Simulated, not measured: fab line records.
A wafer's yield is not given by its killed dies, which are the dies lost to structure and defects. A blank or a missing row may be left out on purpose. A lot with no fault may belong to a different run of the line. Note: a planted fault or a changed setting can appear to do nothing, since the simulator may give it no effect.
fab line records	flow n5-finfet
record: lots: 7	wafers: 21
route steps=1938 shown HKMG_FIN@424 GATE_CUT@510 MOL_CONTACT_COAG@565 BEOL_M0_SAQP@638
start-h: hours from the record's opening day to when the first of the lot's shown wafers began	wait-h: how many hours have passed since the lot's step before this one	" identical to the entry in the row above	L1.1+2: one row covering several wafers at once	- no value present, or no start provided	* or withheld: withheld	< > ~ a bound
route shown NAME@n: names a module that has steps shown in the file, with the first one's number in the route	usual: mean/standard deviation of fault-free wafers	same: alike in all rows	chamber/n: place in a boat	sites: per-site readings	_std_site: their standard deviation	_edge_site: outer sites' mean less inner sites'	radius-mm: how far each site lies from the wafer's centre	mask NAME#n: copy n	behind: the most recent tool/chamber to have shaped the wafer	hold: why the lot was held/for how many hours/how that ended	device: transistor that didn't switch, given as n, p or np	end of line: the route-end tests of the same wafers	a step given without rows: its recipe and nothing more	killed: dies that structure and defects cost at the first sort, which is not the same as the wafer's yield	map: a wafer's dies, x killed, . not, _ none there
set.NAME: the run value of the setting; set.NAME@STEP: its run value at that earlier step	model.NAME: the simulator's own value behind a step, which no gauge read
lots where settings were altered on purpose, with a table for each step and a row for each wafer
== steps ==
step: N5_HKMG_FIN_COAT_06
recipe: resist: CAR-ArF	spin-rpm: 1500	resist-thk-nm: 90
lot.wafer	tool	chamber	start-h	wait-h	set.spin-rpm	model.CAR-ArF_of_HKMG_FIN_COAT_06.thk-nm
L074.1+3+5	litho-track-03	0	-	-	1500	90.2
L080.2	litho-track-04	0	-	-	1455	91.2
L080.5	"	0	"	"	1500	89.8
L080.6	"	0	"	"	1455	91
L083.1	litho-track-02	0	-	-	1548	88.6
L083.2	"	0	"	"	1548	88.4
L083.5	"	0	"	"	1500	89.8
L086.3	litho-track-03	0	-	-	1500	90.4
L086.4	"	0	"	"	1500	90.2
L086.6	"	0	"	"	1500	90.6
L091.1+2	litho-track-03	0	-	-	1398	93.2
L091.5	"	0	"	"	1500	89.6
L093.3	litho-track-03	0	-	-	1603	87.2
L093.5	"	0	"	"	1500	90.4
L093.6	"	0	"	"	1500	90.2
L097.3	litho-track-04	0	-	-	1500	90.2
L097.4	"	0	"	"	1500	90.6
L097.6	"	0	"	"	1500	90
step: N5_HKMG_FIN_EBR_08
recipe: solvent: PGMEA	ebr-width-mm: 1.5
step: N5_HKMG_FIN_SOFTBAKE_07
recipe: temp-c: 110	time-s: 60	resist: CAR-ArF
step: N5_HKMG_FIN_EXPOSE_09
recipe: mask-id: NWFM	na: 1.35	source-shape: conventional	sigma-outer: 0.8	polarization: unpolarized	dose-mj: 39.25
step: N5_HKMG_FIN_PEB_10
recipe: peb-temp-c: withheld	peb-time-s: 60	resist: CAR-ArF
step: N5_HKMG_FIN_DEVELOP_11
recipe: develop-time-s: 30	developer: TMAH	resist: CAR-ArF	dev-temp-c: 23	rinse-liquid: diw	dry: air-spin
lot.wafer	tool	chamber	start-h	wait-h	set.spin-rpm@HKMG_FIN_COAT_06	model.CAR-ArF_of_HKMG_FIN_COAT_06.thk-nm
L074.1	litho-track-03	0	-	-	1500	88.6
L074.3+5	"	0	"	"	1500	88.4
L080.2+6	litho-track-03	0	-	-	1455	89.4
L080.5	"	0	"	"	1500	88
L083.1	litho-track-03	0	-	-	1548	87
L083.2	"	0	"	"	1548	86.6
L083.5	"	0	"	"	1500	88
L086.3+6	litho-track-03	0	-	-	1500	88.8
L086.4	"	0	"	"	1500	88.6
L091.1+2	litho-track-03	0	-	-	1398	91.6
L091.5	"	0	"	"	1500	88
L093.3	litho-track-02	0	-	-	1603	85.6
L093.5	"	0	"	"	1500	88.6
L093.6	"	0	"	"	1500	88.4
L097.3	litho-track-04	0	-	-	1500	88.4
L097.4	"	0	"	"	1500	88.8
L097.6	"	0	"	"	1500	88.2
step: N5_HKMG_FIN_ETCH_35
recipe: chemistry: N2/H2	target: SOC	target-depth-a: 2158	ion-energy-ev: 65	bias-w: 5	source-w: 3000	time-s: 243.4	pressure-mtorr: 30	n2-flow-sccm: 200	h2-flow-sccm: 200
lot.wafer	tool	chamber	start-h	wait-h	set.time-s	model.SOC_of_HKMG_FIN_COAT_29.thk-nm	model.etch.depth-nm	model.HKMG_FIN.feature-depth-nm
L074.1	rie-diel-03	3	74.74	0.0	243.4	83.8	216.1	216
L074.3	"	1	"	"	243.4	84.4	214.9	215
L074.5	"	3	"	"	263.1	66.6	233.1	233
L080.2	rie-diel-01	2	113.73	0.0	219.2	112.2	188.1	188.2
L080.5	"	2	"	"	219.2	110.4	189.3	189.2
L080.6	"	3	"	"	243.4	78.2	221.6	221.6
L083.1	rie-diel-06	3	131.26	0.0	243.4	90.2	210.5	210.4
L083.2	"	0	"	"	296.7	32	269.5	269.4
L083.5	"	3	"	"	296.7	45.4	256.1	256.2
L086.3	rie-diel-03	1	146.17	0.0	291.3	34	266.4	266.4
L086.4	"	3	"	"	243.4	86	213.7	213.8
L086.6	"	0	"	"	243.4	82.8	216.7	216.8
L091.1	rie-diel-06	1	180.86	0.0	243.4	75.4	223.7	223.6
L091.2	"	3	"	"	190.8	135	164.4	164.4
L091.5	"	1	"	"	243.4	78.2	222.1	222.2
L093.3	rie-diel-06	1	192.80	0.0	209.9	110	191.5	191.4
L093.5	"	2	"	"	243.4	78.6	223.2	223.2
L093.6	"	1	"	"	243.4	78.4	222.3	222.4
L097.3	rie-diel-03	1	215.84	0.0	243.4	78.4	223.1	223.2
L097.4	"	3	"	"	243.4	82.2	217.8	217.8
L097.6	"	0	"	"	243.4	81.4	218.7	218.8
step: N5_GATE_CUT_ALD_22
recipe: material: SiNx	target-thk-a: 160	temp-c: 400	ald-precursor-family: SiH2I2	ald-co-reactant: N2/H2-plasma	pulse-time-s: 1	ald-cycles: 320	purge-time-s: 2	co-reactant-purge-time-s: 2	pressure-torr: 2
lot.wafer	tool	chamber	start-h	wait-h	set.ald-cycles	model.SiNx_of_GATE_CUT_ALD_22.thk-nm
L074.1+3+5	ald-sin-03	3,0,0	84.37	0.3	320	16
L080.2+5	ald-sin-03	1	122.85	0.0	284	14.2
L080.6	"	0	"	"	320	16.2
L083.1	ald-sin-03	3	144.57	0.0	366	18.4
L083.2	"	2	"	"	366	18.2
L083.5	"	2	"	"	320	15.8
L086.3	ald-sin-04	2	156.66	0.7	305	15.2
L086.4	"	1	"	"	320	16
L086.6	"	3	"	"	305	15.4
L091.1	ald-sin-04	3	190.75	0.2	320	16
L091.2+5	"	2	"	"	320	15.8
L093.3	ald-sin-04	3	201.66	0.0	320	16
L093.5	"	3	"	"	303	15.2
L093.6	"	2	"	"	320	15.8
L097.3+4+6	ald-sin-04	0,2,1	224.80	0.0	320	16
step: N5_MOL_CONTACT_COAG_COAT_76
recipe: resist: SiARC	temp-c: 220	time-s: 60	spin-rpm: 1500	resist-thk-nm: 10
lot.wafer	tool	chamber	start-h	wait-h	set.spin-rpm	model.SiARC_of_MOL_CONTACT_COAG_COAT_76.thk-nm
L074.1	litho-track-03	0	-	-	1500	10
L074.3+5	"	0	"	"	1403	10.4
L080.2+5+6	litho-track-03	0	-	-	1500	10
L083.1+5	litho-track-02	0	-	-	1500	10
L083.2	"	0	"	"	1665	9.4
L086.3	litho-track-03	0	-	-	1657	9.6
L086.4+6	"	0	"	"	1500	10
L091.1	litho-track-03	0	-	-	1620	9.6
L091.2+5	"	0	"	"	1500	10
L093.3+6	litho-track-05	0	-	-	1500	10
L093.5	"	0	"	"	1611	9.6
L097.3+4+6	litho-track-05	0	-	-	1500	10
step: N5_MOL_CONTACT_COAG_EXPOSE_81
recipe: mask-id: VG	na: 0.33	source-shape: annular	sigma-inner: 0.3	sigma-outer: 0.7	polarization: unpolarized	defocus-nm: 0	dose-mj: 59.5
lot.wafer	tool	chamber	start-h	wait-h	mask	set.dose-mj
L074.1+3+5	euv-scanner-02	0	102.34	-	VG#0	59.5
L080.2+5+6	euv-scanner-02	0	133.80	-	VG#0	59.5
L083.1	euv-scanner-01	0	156.45	-	VG#0	59.5
L083.2+5	"	0	"	"	VG#0	55.29
L086.3+4	euv-scanner-02	0	169.99	-	VG#0	63.04
L086.6	"	0	"	"	VG#0	59.5
L091.1+5	euv-scanner-02	0	202.85	-	VG#0	56.41
L091.2	"	0	"	"	VG#0	59.5
L093.3+5	euv-scanner-01	0	215.42	-	VG#0	59.5
L093.6	"	0	"	"	VG#0	57.25
L097.3+4+6	euv-scanner-02	0	237.03	-	VG#0	59.5
step: N5_MOL_CONTACT_COAG_PEB_82
recipe: peb-temp-c: 100	peb-time-s: 60	resist: CAR-EUV
step: N5_MOL_CONTACT_COAG_DEVELOP_83
recipe: develop-time-s: 30	developer: TMAH	resist: CAR-EUV	rinse-liquid: surfactant-rinse	dry: air-spin	dev-temp-c: 23
step: N5_MOL_CONTACT_COAG_CD_MEAS_84
recipe: target-cd-nm: 25.1	landing-energy-ev: 500	detector: se-inlens	polarity: opening
usual: cd-nm: 25.11/0.26
lot.wafer	tool	chamber	start-h	wait-h	set.dose-mj@MOL_CONTACT_COAG_EXPOSE_81	cd-nm
L074.1	cd-sem-03	0	102.48	-	59.5	24.90
L074.3	"	0	"	"	59.5	25.04
L074.5	"	0	"	"	59.5	24.94
L080.2	cd-sem-02	0	133.93	-	59.5	25.07
L080.5	"	0	"	"	59.5	24.87
L080.6	"	0	"	"	59.5	25.33
L083.1	cd-sem-01	0	156.59	-	59.5	25.13
L083.2	"	0	"	"	55.29	23.34
L083.5	"	0	"	"	55.29	23.77
L086.3	cd-sem-02	0	170.12	-	63.04	26.05
L086.4	"	0	"	"	63.04	25.74
L086.6	"	0	"	"	59.5	24.42
L091.1	cd-sem-02	0	202.99	-	56.41	23.69
L091.2	"	0	"	"	59.5	25.04
L091.5	"	0	"	"	56.41	23.63
L093.3	cd-sem-01	0	215.55	-	59.5	25.10
L093.5	"	0	"	"	59.5	25.12
L093.6	"	0	"	"	57.25	24.40
L097.3	cd-sem-02	0	237.16	-	59.5	25.53
L097.4	"	0	"	"	59.5	25.04
L097.6	"	0	"	"	59.5	24.97
step: N5_MOL_CONTACT_COAG_DESCUM_88
recipe: chemistry: O2	time-s: 7	source-power-w: 50	bias-power-w: 20	pressure-mtorr: 20	rf-frequency-hz: 2.712e+07	temp-c: 40	resist: CAR-EUV	o2-flow-sccm: 225
step: N5_MOL_CONTACT_COAG_ETCH_89
recipe: chemistry: N2/H2	target: underlayer	target-depth-a: 130	mask-material: CAR-EUV	time-s: 10.4	ion-energy-ev: 200	pressure-mtorr: 30	source-w: 840	bias-w: 150	n2-flow-sccm: 200	h2-flow-sccm: 200	ends: cleared
step: N5_MOL_CONTACT_COAG_ETCH_90
recipe: chemistry: CF4	target: SiARC	target-depth-a: 130	mask-material: CAR-EUV	time-s: 21.7	ion-energy-ev: 80	pressure-mtorr: 40	source-w: 545	bias-w: 36	Ar_flow_sccm: 100	cf4-flow-sccm: 100	ends: cleared
lot.wafer	tool	chamber	start-h	wait-h	set.spin-rpm@MOL_CONTACT_COAG_COAT_76	model.CAR-EUV_of_MOL_CONTACT_COAG_COAT_78.thk-nm	model.etch.depth-nm
L074.1	rie-diel-06	0	102.66	0.0	1500	17	10.05
L074.3	"	1	"	"	1403	16.8	10.38
L074.5	"	3	"	"	1403	16.6	10.39
L080.2	rie-diel-06	1	134.31	0.0	1500	17	10.06
L080.5	"	3	"	"	1500	17	10.07
L080.6	"	1	"	"	1500	17	10.04
L083.1	rie-diel-06	0	156.89	0.0	1500	16.8	9.972
L083.2	"	2	"	"	1665	17.4	9.488
L083.5	"	3	"	"	1500	16.8	9.991
L086.3	rie-diel-01	2	170.52	0.0	1657	17.6	9.589
L086.4	"	0	"	"	1500	17	10.05
L086.6	"	2	"	"	1500	17.2	10.05
L091.1	rie-diel-03	1	203.20	0.0	1620	17.2	9.679
L091.2	"	0	"	"	1500	17	10.03
L091.5	"	0	"	"	1500	17	10.08
L093.3	rie-diel-06	2	215.72	0.0	1500	17	9.978
L093.5	"	3	"	"	1611	17.4	9.616
L093.6	"	2	"	"	1500	17	9.994
L097.3	rie-diel-01	2	238.01	0.0	1500	17.2	9.957
L097.4	"	1	"	"	1500	17	9.97
L097.6	"	3	"	"	1500	17	9.988
step: N5_MOL_CONTACT_COAG_ALD_131
recipe: material: SiO2	target-thk-a: 50	temp-c: 100	ald-precursor-family: BDEAS	ald-co-reactant: O2-plasma	pulse-time-s: 1	co-reactant-pulse-time-s: 1	purge-time-s: 2	co-reactant-purge-time-s: 2	ald-cycles: 35	pressure-torr: 2
step: N5_MOL_CONTACT_COAG_ETCHBACK_132
recipe: chemistry: CHF3	target: SiO2	target-depth-a: 100	time-s: 6.7	ion-energy-ev: 200	pressure-mtorr: 30	source-w: 610	bias-w: 170	Ar_flow_sccm: 200	CHF3_flow_sccm: 50
lot.wafer	tool	chamber	start-h	wait-h	set.spin-rpm@MOL_CONTACT_COAG_COAT_76	model.CAR-EUV_of_MOL_CONTACT_COAG_COAT_78.thk-nm
L074.1	rie-diel-06	0	103.00	0.1	1500	15.6
L074.3	"	3	"	"	1403	15.4
L074.5	"	0	"	"	1403	15.2
L080.2+5+6	rie-diel-06	3,0,1	134.64	0.2	1500	15.6
L083.1	rie-diel-06	0	157.21	0.2	1500	15.4
L083.2	"	2	"	"	1665	16
L083.5	"	3	"	"	1500	15.6
L086.3	rie-diel-06	3	170.77	0.1	1657	16.2
L086.4	"	0	"	"	1500	15.6
L086.6	"	3	"	"	1500	15.8
L091.1	rie-diel-03	0	203.47	0.1	1620	15.8
L091.2	"	3	"	"	1500	15.6
L091.5	"	0	"	"	1500	15.4
L093.3+6	rie-diel-01	0,2	215.98	0.1	1500	15.6
L093.5	"	1	"	"	1611	16
L097.3+4	rie-diel-06	1,2	238.37	0.2	1500	15.6
L097.6	"	2	"	"	1500	15.4
step: N5_MOL_CONTACT_COAG_ETCH_91
recipe: chemistry: N2/H2	target: SOC	target-depth-a: 600	overetch-a: 210	mask-material: SiARC	temp-c: 40	time-s: 101.2	ion-energy-ev: 200	pressure-mtorr: 30	source-w: 840	bias-w: 150	n2-flow-sccm: 200	h2-flow-sccm: 200
step: N5_MOL_CONTACT_COAG_STRIP_92
recipe: chemistry: N2/H2	temp-c: 40	n2-flow-sccm: 200	h2-flow-sccm: 200	rf-frequency-hz: 6e+07
step: N5_MOL_CONTACT_COAG_PRECLEAN_144
recipe: chemistry: alkaline-clean	temp-c: 60	time-s: 60	do-ppb: 50
step: N5_MOL_CONTACT_COAG_SRD_145
recipe: dry: ipa-marangoni	time-s: 30	temp-c: 23	rinse-liquid: diw
step: N5_MOL_CONTACT_COAG_CD_MEAS_137
recipe: target-cd-nm: 16
usual: cd-nm: 16.0/0.34
lot.wafer	tool	chamber	start-h	wait-h	set.dose-mj@MOL_CONTACT_COAG_EXPOSE_81	cd-nm
L074.1	cd-sem-03	-	103.49	0.0	59.5	15.9
L074.3	"	-	"	"	59.5	15.6
L074.5	"	-	"	"	59.5	16.0
L080.2	cd-sem-02	-	135.15	0.0	59.5	15.5
L080.5	"	-	"	"	59.5	15.7
L080.6	"	-	"	"	59.5	15.9
L083.1	cd-sem-02	-	157.70	0.0	59.5	16.1
L083.2	"	-	"	"	55.29	14.9
L083.5	"	-	"	"	55.29	14.6
L086.3	cd-sem-02	-	171.27	0.0	63.04	17.5
L086.4	"	-	"	"	63.04	17.3
L086.6	"	-	"	"	59.5	16.2
L091.1	cd-sem-03	-	203.96	0.0	56.41	14.5
L091.2	"	-	"	"	59.5	15.5
L091.5	"	-	"	"	56.41	14.7
L093.3	cd-sem-01	-	216.48	0.0	59.5	16.4
L093.5	"	-	"	"	59.5	16.1
L093.6	"	-	"	"	57.25	15.7
L097.3	cd-sem-01	-	238.87	0.0	59.5	16.1
L097.4	"	-	"	"	59.5	16.3
L097.6	"	-	"	"	59.5	15.9
step: N5_BEOL_M0_SAQP_PECVD_04
recipe: material: a-Si	target-thk-a: 600	temp-c: 350	precursor: SiH4/He	pressure-torr: 3	rf-w: 100	time-s: 60.2
lot.wafer	tool	chamber	start-h	wait-h	set.time-s	model.a-Si_of_BEOL_M0_SAQP_PECVD_04.thk-nm
L074.1	pecvd-02	2	144.62	0.0	60.2	60
L074.3	"	1	"	"	60.2	58.6
L074.5	"	2	"	"	60.2	61
L080.2	pecvd-02	0	145.55	0.0	64.49	62.4
L080.5	"	1	"	"	64.49	63.6
L080.6	"	2	"	"	64.49	64.6
L083.1	pecvd-01	0	164.03	0.0	68.59	68.4
L083.2	"	1	"	"	68.59	69
L083.5	"	2	"	"	60.2	61.4
L086.3	pecvd-04	1	180.02	0.0	54.48	54.8
L086.4	"	2	"	"	60.2	61.2
L086.6	"	1	"	"	54.48	55.6
L091.1	pecvd-04	1	212.04	0.0	60.2	59.2
L091.2	"	2	"	"	60.2	58.8
L091.5	"	1	"	"	60.2	60
L093.3	pecvd-04	1	224.17	0.0	60.2	60.8
L093.5	"	0	"	"	60.2	61.2
L093.6	"	1	"	"	60.2	61.6
L097.3	pecvd-01	1	245.58	0.0	60.2	60.6
L097.4	"	1	"	"	60.2	61
L097.6	"	2	"	"	60.2	61.4
step: N5_BEOL_M0_SAQP_THK_MEAS_05
usual: thk-nm: 60.2/0.87
lot.wafer	tool	chamber	start-h	wait-h	set.time-s@BEOL_M0_SAQP_PECVD_04	thk-nm
L074.1	film-metro-01	-	144.72	0.1	60.2	60.1
L074.3	"	-	"	"	60.2	58.5
L074.5	"	-	"	"	60.2	60.9
L080.2	film-metro-02	-	145.65	0.1	64.49	62.4
L080.5	"	-	"	"	64.49	63.6
L080.6	"	-	"	"	64.49	64.6
L083.1	film-metro-01	-	164.13	0.1	68.59	68.4
L083.2	"	-	"	"	68.59	69.0
L083.5	"	-	"	"	60.2	61.5
L086.3	film-metro-02	-	180.12	0.1	54.48	54.8
L086.4	"	-	"	"	60.2	61.3
L086.6	"	-	"	"	54.48	55.6
L091.1	film-metro-01	-	212.14	0.1	60.2	59.3
L091.2	"	-	"	"	60.2	58.7
L091.5	"	-	"	"	60.2	60.1
L093.3	film-metro-01	-	224.27	0.1	60.2	60.9
L093.5	"	-	"	"	60.2	61.2
L093.6	"	-	"	"	60.2	61.6
L097.3	film-metro-02	-	245.68	0.1	60.2	60.7
L097.4	"	-	"	"	60.2	60.9
L097.6	"	-	"	"	60.2	61.5
step: N5_BEOL_M0_SAQP_DEVELOP_13
recipe: develop-time-s: 30	developer: TMAH	resist: CAR-ArF	dev-temp-c: 23	rinse-liquid: diw	dry: air-spin
lot.wafer	tool	chamber	start-h	wait-h	set.develop-time-s
L074.1+3+5	litho-track-04	0	-	-	30
L080.2+6	litho-track-02	0	-	-	30
L080.5	"	0	"	"	33.95
L083.1	litho-track-04	0	-	-	30
L083.2+5	"	0	"	"	24.62
L086.3+4+6	litho-track-02	0	-	-	30
L091.1	litho-track-04	0	-	-	30
L091.2+5	"	0	"	"	32.73
L093.3+5+6	litho-track-01	0	-	-	30
L097.3+4+6	litho-track-02	0	-	-	30
step: N5_BEOL_M0_SAQP_HM_OPEN_112
recipe: chemistry: CHF3/O2	target: SiO2	stop-on: a-Si	target-depth-a: 120	over-etch-frac: 1.25	mask-material: SOC	time-s: 13.5	pressure-mtorr: 30	source-w: 650	bias-w: 170	Ar_flow_sccm: 200	CHF3_flow_sccm: 50	O2_flow_sccm: 5	ion-energy-ev: 200	ends: end-point
step: N5_BEOL_M0_SAQP_STRIP_113
recipe: chemistry: CHF3/O2	resist: SiARC	rf-frequency-hz: 6e+07
step: N5_BEOL_M0_SAQP_MANDREL_ETCH_20
recipe: target-depth-a: 600	chemistry: HBr/Cl2	target: a-Si	stop-on: SiNx	bt-time-s: 10	mask-material: SOC	over-etch-frac: 0.5	time-s: 30	pressure-mtorr: 10	icp-w: 800	bias-w: 75	HBr_flow_sccm: 150	Cl2_flow_sccm: 80	ends: end-point
lot.wafer	tool	chamber	start-h	wait-h	set.time-s@BEOL_M0_SAQP_PECVD_04	model.etch.depth-nm
L074.1	rie-si-06	0	146.25	0.0	60.2	60.09
L074.3	"	2	"	"	60.2	58.53
L074.5	"	0	"	"	60.2	60.92
L080.2	rie-si-06	3	146.94	0.0	64.49	62.43
L080.5	"	0	"	"	64.49	63.67
L080.6	"	1	"	"	64.49	64.58
L083.1	rie-si-02	2	165.04	0.0	68.59	68.38
L083.2	"	1	"	"	68.59	69.01
L083.5	"	0	"	"	60.2	61.47
L086.3	rie-si-02	2	180.84	0.0	54.48	54.87
L086.4	"	3	"	"	60.2	61.26
L086.6	"	2	"	"	54.48	55.51
L091.1	rie-si-06	1	212.86	0.0	60.2	59.26
L091.2	"	3	"	"	60.2	58.72
L091.5	"	0	"	"	60.2	60.05
L093.3	rie-si-01	2	225.01	0.0	60.2	60.83
L093.5	"	0	"	"	60.2	61.23
L093.6	"	3	"	"	60.2	61.66
L097.3	rie-si-02	2	246.52	0.0	60.2	60.7
L097.4	"	3	"	"	60.2	60.93
L097.6	"	2	"	"	60.2	61.39
== key ==
split: step: N5_HKMG_FIN_COAT_06	setting: spin-rpm	stated: 1500	by: wafer
response: step: N5_HKMG_FIN_COAT_06	reading: model.CAR-ArF_of_HKMG_FIN_COAT_06.thk-nm	change: -0.478	per: 1%	r: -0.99
response: step: N5_HKMG_FIN_DEVELOP_11	reading: model.CAR-ArF_of_HKMG_FIN_COAT_06.thk-nm	change: -0.466	per: 1%	r: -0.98
split: step: N5_HKMG_FIN_ETCH_35	setting: time-s	stated: 243.4	by: wafer
response: step: N5_HKMG_FIN_ETCH_35	reading: model.SOC_of_HKMG_FIN_COAT_29.thk-nm	change: -2.54	per: 1%	r: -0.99
response: step: N5_HKMG_FIN_ETCH_35	reading: model.etch.depth-nm	change: +2.56	per: 1%	r: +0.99
response: step: N5_HKMG_FIN_ETCH_35	reading: model.HKMG_FIN.feature-depth-nm	change: +2.56	per: 1%	r: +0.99
split: step: N5_GATE_CUT_ALD_22	setting: ald-cycles	stated: 320	by: wafer
response: step: N5_GATE_CUT_ALD_22	reading: model.SiNx_of_GATE_CUT_ALD_22.thk-nm	change: +0.171	per: 1%	r: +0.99
split: step: N5_MOL_CONTACT_COAG_COAT_76	setting: spin-rpm	stated: 1500	by: wafer
response: step: N5_MOL_CONTACT_COAG_COAT_76	reading: model.SiARC_of_MOL_CONTACT_COAG_COAT_76.thk-nm	change: -0.0499	per: 1%	r: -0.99
response: step: N5_MOL_CONTACT_COAG_ETCH_90	reading: model.CAR-EUV_of_MOL_CONTACT_COAG_COAT_78.thk-nm	change: +0.0469	per: 1%	r: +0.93
response: step: N5_MOL_CONTACT_COAG_ETCH_90	reading: model.etch.depth-nm	change: -0.0463	per: 1%	r: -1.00
response: step: N5_MOL_CONTACT_COAG_ETCHBACK_132	reading: model.CAR-EUV_of_MOL_CONTACT_COAG_COAT_78.thk-nm	change: +0.0461	per: 1%	r: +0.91
split: step: N5_MOL_CONTACT_COAG_EXPOSE_81	setting: dose-mj	stated: 59.5	by: wafer
response: step: N5_MOL_CONTACT_COAG_CD_MEAS_84	reading: cd-nm	change: +0.235	per: 1%	r: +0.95
response: step: N5_MOL_CONTACT_COAG_CD_MEAS_137	reading: cd-nm	change: +0.183	per: 1%	r: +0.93
split: step: N5_BEOL_M0_SAQP_PECVD_04	setting: time-s	stated: 60.2	by: wafer
response: step: N5_BEOL_M0_SAQP_PECVD_04	reading: model.a-Si_of_BEOL_M0_SAQP_PECVD_04.thk-nm	change: +0.558	per: 1%	r: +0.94
response: step: N5_BEOL_M0_SAQP_THK_MEAS_05	reading: thk-nm	change: *	per: 1%	r: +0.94
response: step: N5_BEOL_M0_SAQP_MANDREL_ETCH_20	reading: model.etch.depth-nm	change: +0.557	per: 1%	r: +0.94
split: step: N5_BEOL_M0_SAQP_DEVELOP_13	setting: develop-time-s	stated: 30	by: wafer
response none clear
